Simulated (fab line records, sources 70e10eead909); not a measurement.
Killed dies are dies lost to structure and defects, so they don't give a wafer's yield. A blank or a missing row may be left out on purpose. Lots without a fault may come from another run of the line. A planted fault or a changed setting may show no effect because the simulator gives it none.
Which tool did it? | flow nand_harc | 12 lots, 36 wafers sampled, at 5 steps of a route of 1159

WHAT THE GAUGES READ, wafer by wafer
NHARC_A_WL_FILL_INSPECT_15. Usual: raw_defect_count 376, standard deviation 120.
lot  | measured     | on                | raw_defect_count | flag
L389 | day 16 14:54 | defect_inspect-02 | 309 236 310      |
L391 | day 16 15:04 | defect_inspect-01 | 573 316 322      |
L390 | day 16 19:46 | defect_inspect-02 | 198 198 276      |
L388 | day 17 00:37 | defect_inspect-01 | 279 466 521      |
L392 | day 17 02:44 | defect_inspect-01 | 432 606 344      |
L393 | day 17 08:49 | defect_inspect-02 | 593 415 376      |
L397 | day 18 15:18 | defect_inspect-02 | 364 362 428      |
L396 | day 18 15:23 | defect_inspect-01 | 453 504 355      |
L398 | day 19 00:02 | defect_inspect-01 | 724 339 469      |
L404 | day 20 06:11 | defect_inspect-02 | 229 308 217      |
L403 | day 20 05:32 | defect_inspect-02 | 291 513 447      |
L411 | day 22 01:55 | defect_inspect-01 | 385 368 356      |

NHARC_END_SORT_01. Usual: killed_at_array 29, standard deviation 11; killed_at_other 0.5, standard deviation 0.8; killed_at_periphery 3.5, standard deviation 2.8; killed_dies 33, standard deviation 12; killed_open 3.1, standard deviation 1.8; killed_short 1.8, standard deviation 1.4.
lot  | measured     | on        | killed_at_array | killed_at_other | killed_at_periphery | killed_dies | killed_open | killed_short | flag
L404 | day 23 14:38 | prober-02 | 33 33 35        | 0 0 1           | 6 3 4               | 39 36 40    | 10 1 6      | 3 2 3        |

WHICH TOOL RAN EACH LOT (tool, then ch and the chambers of the sampled wafers, then the start)
lot  | NHARC_A_WL_FILL_ETCHBACK_05       | NHARC_A_WL_FILL_CVD_23           | NHARC_A_CONTACT_DEP_24
L389 | rie_metal-01 ch 0,1, day 15 17:25 | lpcvd_poly-02 ch 0, day 16 06:19 | pecvd-01 ch 0,1, day 16 15:02
L391 | rie_metal-03 ch 0,1, day 15 20:16 | lpcvd_poly-02 ch 0, day 16 06:19 | pecvd-03 ch 0,2, day 16 15:19
L390 | rie_metal-01 ch 0,1, day 15 23:05 | lpcvd_poly-03 ch 0, day 16 10:28 | pecvd-03 ch 0,1, day 16 19:50
L388 | rie_metal-03 ch 0,1, day 16 01:35 | lpcvd_poly-04 ch 0, day 16 14:52 | pecvd-03 ch 1,2, day 17 00:58
L392 | rie_metal-03 ch 0,1, day 16 04:23 | lpcvd_poly-03 ch 0, day 16 18:11 | pecvd-03 ch 0,1, day 17 02:55
L393 | rie_metal-02 ch 0,1, day 16 07:57 | lpcvd_poly-04 ch 0, day 16 23:50 | pecvd-04 ch 0,1,2, day 17 08:53
L397 | rie_metal-03 ch 0,1, day 17 15:58 | lpcvd_poly-04 ch 0, day 18 06:47 | pecvd-03 ch 0,2, day 18 15:29
L396 | rie_metal-02 ch 0,1, day 17 20:20 | lpcvd_poly-04 ch 0, day 18 06:47 | pecvd-04 ch 1,2, day 18 15:35
L398 | rie_metal-01 ch 0,1, day 17 23:24 | lpcvd_poly-04 ch 0, day 18 14:07 | pecvd-04 ch 0,2, day 19 00:06
L404 | rie_metal-02 ch 0,1, day 19 08:11 | lpcvd_poly-03 ch 0, day 19 20:55 | pecvd-03 ch 0,2, day 20 06:15
L403 | rie_metal-03 ch 0,1, day 19 08:14 | lpcvd_poly-03 ch 0, day 19 20:55 | pecvd-01 ch 0,1, day 20 05:40
L411 | rie_metal-01 ch 0,1, day 21 02:19 | lpcvd_poly-04 ch 0, day 21 17:04 | pecvd-03 ch 1,2, day 22 02:02
- NHARC_A_WL_FILL_ETCHBACK_05: etches the open film in Cl2/BCl3, target depth 22 nm, time 60 s.
- NHARC_A_WL_FILL_CVD_23: deposits poly-Si, target thk 40 nm, time 800 s.
- NHARC_A_CONTACT_DEP_24: deposits SiO2, target thk 500 nm.

WHAT THE TOOLS THEMSELVES READ (means of the sampled wafers that have a number; where no wafer has one, the mark that the record gives instead)
NHARC_A_WL_FILL_ETCHBACK_05. Usual: chamber_pressure_mTorr 9.999 mTorr, standard deviation 0.0099; drypump_motor_current_A 5.8 A, standard deviation 0.4; oes_product_au 1.009 a.u., standard deviation 0.011; temp_c 40.00 C, standard deviation 0.11.
lot  | tool         | chamber_pressure_mTorr (mTorr) | drypump_motor_current_A (A) | oes_product_au (a.u.) | temp_c (C) | flag
L389 | rie_metal-01 | 9.997                          | 5.8                         | 1.015                 | 39.98      |
L391 | rie_metal-03 | 10.003                         | 5.8                         | 1.009                 | 39.95      |
L390 | rie_metal-01 | 9.999                          | 5.8                         | 1.018                 | 39.99      |
L388 | rie_metal-03 | 9.999                          | 5.3                         | 1.000                 | 39.89      |
L392 | rie_metal-03 | 9.999                          | 5.4                         | 0.999                 | 39.94      |
L393 | rie_metal-02 | 9.998                          | 6.0                         | 0.996                 | 40.06      |
L397 | rie_metal-03 | 9.997                          | 5.8                         | 1.011                 | 39.97      |
L396 | rie_metal-02 | 10.008                         | 5.8                         | 0.998                 | 40.03      |
L398 | rie_metal-01 | 9.999                          | 5.8                         | 1.023                 | 39.94      |
L404 | rie_metal-02 | 9.998                          | 5.8                         | 1.004                 | 40.15      |
L403 | rie_metal-03 | 9.993                          | 5.4                         | 1.001                 | 39.95      |
L411 | rie_metal-01 | 9.997                          | 5.8                         | 1.019                 | 39.98      |

NHARC_A_WL_FILL_CVD_23. Usual: run_length_s 801.61 s, standard deviation 0.22; zone_power_lower_pct 8.5 %, standard deviation 1.2.
lot  | tool          | run_length_s (s) | zone_power_lower_pct (%) | flag
L389 | lpcvd_poly-02 | 801.14           | 9.8                      |
L391 | lpcvd_poly-02 | 801.61           | 9.9                      |
L390 | lpcvd_poly-03 | 801.98           | 10.1                     |
L388 | lpcvd_poly-04 | 801.40           | 7.6                      |
L392 | lpcvd_poly-03 | 801.84           | 10.1                     |
L393 | lpcvd_poly-04 | 801.88           | 7.6                      |
L397 | lpcvd_poly-04 | 1048.00          | 7.7                      | OFF
L396 | lpcvd_poly-04 | 1048.10          | 7.6                      | OFF
L398 | lpcvd_poly-04 | 1048.20          | 7.5                      | OFF
L404 | lpcvd_poly-03 | 801.44           | 10.3                     |
L403 | lpcvd_poly-03 | 801.36           | 10.0                     |
L411 | lpcvd_poly-04 | 801.54           | 7.5                      |

NHARC_A_CONTACT_DEP_24. Usual: heater_power_w 563 W, standard deviation 83; throttle_valve_pct 15.8 %, standard deviation 0.45.
lot  | tool     | heater_power_w (W) | throttle_valve_pct (%) | flag
L389 | pecvd-01 | 606                | 16.3                   |
L391 | pecvd-03 | 517                | 15.6                   |
L390 | pecvd-03 | 508                | 16.0                   |
L388 | pecvd-03 | 535                | 16.0                   |
L392 | pecvd-03 | 561                | 15.8                   |
L393 | pecvd-04 | 586                | 15.6                   |
L397 | pecvd-03 | 545                | 15.8                   |
L396 | pecvd-04 | 638                | 16.1                   |
L398 | pecvd-04 | 556                | 15.3                   |
L404 | pecvd-03 | 528                | 16.0                   |
L403 | pecvd-01 | 660                | 16.0                   |
L411 | pecvd-03 | 487                | 15.9                   |

THE ANSWER, worked out from the rows above alone
Rule: a lot is off if the mean of its wafers that have a number lies more than 3 standard deviations from the usual mean. A lot without any number at a reading at which 4 lots or more have one is off too. The other lots that the step has rows for count as sound. The gauges are gone through in route order, then the tools' own readings, and for those a lot's mean is taken as printed above. The first step at which some lot is off is used, and at that step the reading that is off furthest; a lot without a number counts as furthest.
Off: L397, L396, L398, at NHARC_A_WL_FILL_CVD_23 (run_length_s).
A tool fits if, at that step or a process step before it, it ran every lot that is off, and no sound lot after the first of them. None of those tried fits.

WHAT THE SIMULATOR HAD PUT IN
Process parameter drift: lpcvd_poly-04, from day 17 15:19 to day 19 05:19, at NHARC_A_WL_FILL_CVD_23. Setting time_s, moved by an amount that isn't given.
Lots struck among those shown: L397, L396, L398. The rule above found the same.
